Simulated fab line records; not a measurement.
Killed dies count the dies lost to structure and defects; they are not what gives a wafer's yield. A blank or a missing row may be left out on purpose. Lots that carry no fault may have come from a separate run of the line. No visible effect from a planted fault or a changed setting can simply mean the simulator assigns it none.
Matching of chambers || flow nand_harc || 4 sister chambers for NHARC_A_STAIRCASE_TRIM_229 on rie_diel-08
The step chemistry O2, time 211.2 s. 4 wafers are shown with their chamber, then 8 later ones without.

== EACH WAFER AND ITS CHAMBER ==
{"wafer": "L081.1", "chamber": 1, "showerhead_plenum_p_Torr (Torr)": 3.31}
{"wafer": "L088.2", "chamber": 3, "showerhead_plenum_p_Torr (Torr)": 3.41}
{"wafer": "L088.5", "chamber": 0, "showerhead_plenum_p_Torr (Torr)": 3.65}
{"wafer": "L089.2", "chamber": 2, "showerhead_plenum_p_Torr (Torr)": 3.77}

== WAFERS WITH NO CHAMBER GIVEN ==
{"wafer": "L089.3", "showerhead_plenum_p_Torr (Torr)": 3.65}
{"wafer": "L089.4", "showerhead_plenum_p_Torr (Torr)": 3.41}
{"wafer": "L092.1", "showerhead_plenum_p_Torr (Torr)": 3.64}
{"wafer": "L092.2", "showerhead_plenum_p_Torr (Torr)": 3.76}
{"wafer": "L092.6", "showerhead_plenum_p_Torr (Torr)": 3.40}
{"wafer": "L091.3", "showerhead_plenum_p_Torr (Torr)": 3.64}
{"wafer": "L091.4", "showerhead_plenum_p_Torr (Torr)": 3.76}
{"wafer": "L091.5", "showerhead_plenum_p_Torr (Torr)": 3.64}

== WHICH CHAMBER EACH WENT THROUGH ==
{"wafer": "L089.3", "from the rows above": 0, "in truth": 0}
{"wafer": "L089.4", "from the rows above": 3, "in truth": 3}
{"wafer": "L092.1", "from the rows above": 0, "in truth": 0}
{"wafer": "L092.2", "from the rows above": 2, "in truth": 2}
{"wafer": "L092.6", "from the rows above": 3, "in truth": 3}
{"wafer": "L091.3", "from the rows above": 0, "in truth": 0}
{"wafer": "L091.4", "from the rows above": 2, "in truth": 2}
{"wafer": "L091.5", "from the rows above": 0, "in truth": 0}
Correctly placed: 8 of 8. From these rows, 0 cannot be placed. 0 placed wrongly.
How it was worked out, from the rows above alone: a wafer's distance from a chamber is the root of the sum, over the readings, of the square of ((its reading less the chamber's mean) divided by the reading's scatter). The wafer belongs to the nearest chamber; if the next one is less than 2 further off, it can't be placed. Each chamber's mean is taken over the wafers shown for it. The scatter: root of mean squared gap, hidden wafer to nearest shown wafer, with one shown wafer a chamber.
